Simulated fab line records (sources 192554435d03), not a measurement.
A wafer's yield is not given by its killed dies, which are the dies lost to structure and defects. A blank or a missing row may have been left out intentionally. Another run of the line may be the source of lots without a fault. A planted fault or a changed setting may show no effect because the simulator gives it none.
Struck lot and sound lot, side by side | flow n5 finfet | 43 out of 1938 route steps
Sound: these wafers, L164.4, L164.5, L164.6. Wafers struck: L171.2, L171.3, L171.4. The cause comes at the end.
Per side, at each step with rows, come the tool, then ch with its chambers, and then its first start. Under that, the readings that differ: sound wafers | struck wafers | difference of the means | sigmas: that difference in standard deviations of wafers without a fault.
alike: readings with means less than 2 such deviations apart, plus words and numbers identical on both sides. not compared: withheld readings, readings lacking a value on some wafer, bounds such as >300 that could conceal the same value, and numbers that have no deviation in the record and whose values overlap.
A row with sigmas, a row that says differs or no value, or rows on one side alone: a step with any of these is where the two part. Numbers that don't overlap but have no deviation are shown without sigmas and don't part them. A reading missing from all wafers of one side parts the sides only when that side holds two or more wafers.

first, 8 steps without rows for these wafers: N5_WELL_APT_HMDS_01 (time 60 s); N5_WELL_APT_COAT_02 (resist thk 950 nm); N5_WELL_APT_EBR_04; N5_WELL_APT_SOFTBAKE_03 (time 60 s); N5_WELL_APT_EXPOSE_05 (exposes mask NWELL, defocus 0 nm, target cd 200 nm); N5_WELL_APT_PEB_06 (peb time 90 s); N5_WELL_APT_DEVELOP_07 (develop time 45 s); N5_WELL_APT_HARDBAKE_12 (time 120 s).
N5_WELL_APT_CD_MEAS_08: the cd target is 200 nm.
  sound on cd sem-02 ch 0, day 3 13:49; struck on cd sem-01 ch 0, day 5 07:51
  alike: cd nm
N5_WELL_APT_OVL_MEAS_09:
  sound on overlay-02 ch 0, day 3 13:50; struck on overlay-01 ch 0, day 5 07:53
  alike: NWELL_OVL
N5_WELL_APT_INSPECT_10: inspects for defects (macro).
  struck on defect inspect-01, day 5 07:54; sound on defect inspect-02, day 3 13:52
  alike: raw defect count
N5_WELL_APT_DESCUM_13: chemistry O2, time 7.9 s.
  sound on rie diel-02 ch 1,2, day 3 14:32; struck on rie diel-05 ch 1,2,3, day 5 07:58
  alike: drypump motor current A, oes product au, rf vpp V, showerhead plenum p Torr, throttle valve pct
  not compared: rf hours counter h
N5_WELL_APT_IMPLANT_14:
  sound on implanter-02 ch 0, day 3 14:43; struck on implanter-02 ch 0, day 5 08:06
  reading            | sound                            | struck                           | difference  | sigmas
  dose ions cm2      | 1.4998e+13 1.5011e+13 1.5002e+13 | 1.3523e+13 1.3526e+13 1.3503e+13 | -1.4863e+12 | -87
  faraday current uA | 188 186 192                      | 170 172 168                      | -19         | -4
  alike: rotation deg
then, 10 steps without rows for these wafers: N5_WELL_APT_IMPLANT_15; N5_WELL_APT_STRIP_16 (strips in SPM, time 900 s); N5_WELL_APT_HMDS_18 (time 60 s); N5_WELL_APT_COAT_19 (resist thk 950 nm); N5_WELL_APT_EBR_21; N5_WELL_APT_SOFTBAKE_20 (time 60 s); N5_WELL_APT_EXPOSE_22 (exposes mask PWELL, defocus 0 nm, target cd 200 nm); N5_WELL_APT_PEB_23 (peb time 90 s); N5_WELL_APT_DEVELOP_24 (develop time 45 s); N5_WELL_APT_HARDBAKE_29 (time 120 s).
N5_WELL_APT_CD_MEAS_25: the cd target is 200 nm.
  sound on cd sem-02 ch 0, day 3 15:50; struck on cd sem-01 ch 0, day 5 09:08
  alike: cd nm
N5_WELL_APT_OVL_MEAS_26:
  sound on overlay-01 ch 0, day 3 15:51; struck on overlay-01 ch 0, day 5 09:10
  alike: PWELL_OVL
N5_WELL_APT_INSPECT_27: inspects for defects (macro).
  struck on defect inspect-01, day 5 09:11; sound on defect inspect-01, day 3 16:02
  alike: raw defect count
N5_WELL_APT_DESCUM_30: chemistry O2, time 7.9 s.
  sound on rie diel-05 ch 0,1,3, day 3 16:09; struck on rie diel-06 ch 0,2,3, day 5 09:14
  alike: drypump motor current A, oes product au, rf vpp V, showerhead plenum p Torr, throttle valve pct
  not compared: rf hours counter h
then, 3 steps without rows for these wafers: N5_WELL_APT_IMPLANT_31; N5_WELL_APT_IMPLANT_32; N5_WELL_APT_STRIP_33 (strips in SPM, time 900 s).
N5_WELL_APT_RTA_34: time 10 s.
  sound on rtp anneal-01 ch 0, day 3 16:59; struck on rtp anneal-01 ch 0, day 5 10:02
  alike: lamp power pct, lamp_zone_2_pct, wafer_temp_C_max
then, 4 steps without rows for these wafers: N5_WELL_APT_OXIDE_STRIP_42 (strips SiO2 in dHF, time 45 s, target depth 12 nm); N5_WELL_APT_PRECLEAN_36 (cleans in O3/DIW, time 45 s); N5_WELL_APT_PRECLEAN_39 (cleans in dHF, time 60 s); N5_WELL_APT_SRD_37 (time 30 s).
N5_WELL_APT_EPI_41: deposits Si from SiH4/H2, target thk 50 nm, time 297.7 s.
  sound on epi rpcvd-01 ch 0, day 3 17:28; struck on epi rpcvd-04 ch 0, day 5 10:21
  reading                | sound          | struck         | difference | sigmas
  lamp inner pct (%)     | 12.4 12.5 12.3 | 17.5 17.0 17.1 | +4.8       | +3
  throttle valve pct (%) | 11.8 11.8 12.1 | 10.9 11.3 11.1 | -0.8       | -2
N5_WELL_APT_INSPECT_38: inspects for defects (darkfield).
  struck on defect inspect-02, day 5 10:53; sound on defect inspect-01, day 3 17:48
  alike: raw defect count
N5_PMOS_HMC_CHANNEL_EPI_HM_DEP_34: deposits SiO2 from TEOS/O2, target thk 36 nm, time 6.9 s.
  sound on pecvd-03 ch 0,1,2, day 3 17:51; struck on pecvd-02 ch 0,1,2, day 5 10:55
  alike: heater power w, showerhead plenum p Torr, throttle valve pct
then, 4 steps without rows for these wafers: N5_PMOS_HMC_CHANNEL_EPI_COAT_31 (time 60 s, resist thk 66 nm); N5_PMOS_HMC_CHANNEL_EPI_COAT_03 (resist thk 205 nm); N5_PMOS_HMC_CHANNEL_EPI_EBR_05; N5_PMOS_HMC_CHANNEL_EPI_SOFTBAKE_04 (time 60 s).
-- the record jumps here: 6 days lie between the struck wafers' starts before and after (it left off in module PMOS_HMC_CHANNEL_EPI and takes up again in module BEOL_M4, whose first step shown is number 1111 of the route) --
N5_BEOL_M4_RC_MEAS_101:
  sound on prober-01 ch 0, day 9 17:30; struck on prober-01 ch 0, day 11 17:29
  reading           | sound          | struck         | difference | sigmas
  IOFF_P (nA/um)    | 0.27 0.27 0.25 | 0.21 0.18 0.18 | -0.07      | -2
  RS_NWELL (ohm/sq) | 1036 1040 1041 | 1097 1107 1100 | +62        | +11
  VT_P (mV)         | -245 -245 -247 | -253 -253 -252 | -7         | -2
  alike: DIBL_N, DIBL_P, IOFF_N, ION_N, ION_P, SS_N, SS_P, VT_N

## WHERE THEY PART
Last at N5_BEOL_M4_RC_MEAS_101 as far as this record goes, first at N5_WELL_APT_IMPLANT_14.

WHY: what had been put in by the simulator
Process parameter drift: implanter-02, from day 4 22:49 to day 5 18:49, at N5_WELL_APT_IMPLANT_14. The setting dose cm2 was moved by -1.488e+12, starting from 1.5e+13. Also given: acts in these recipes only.
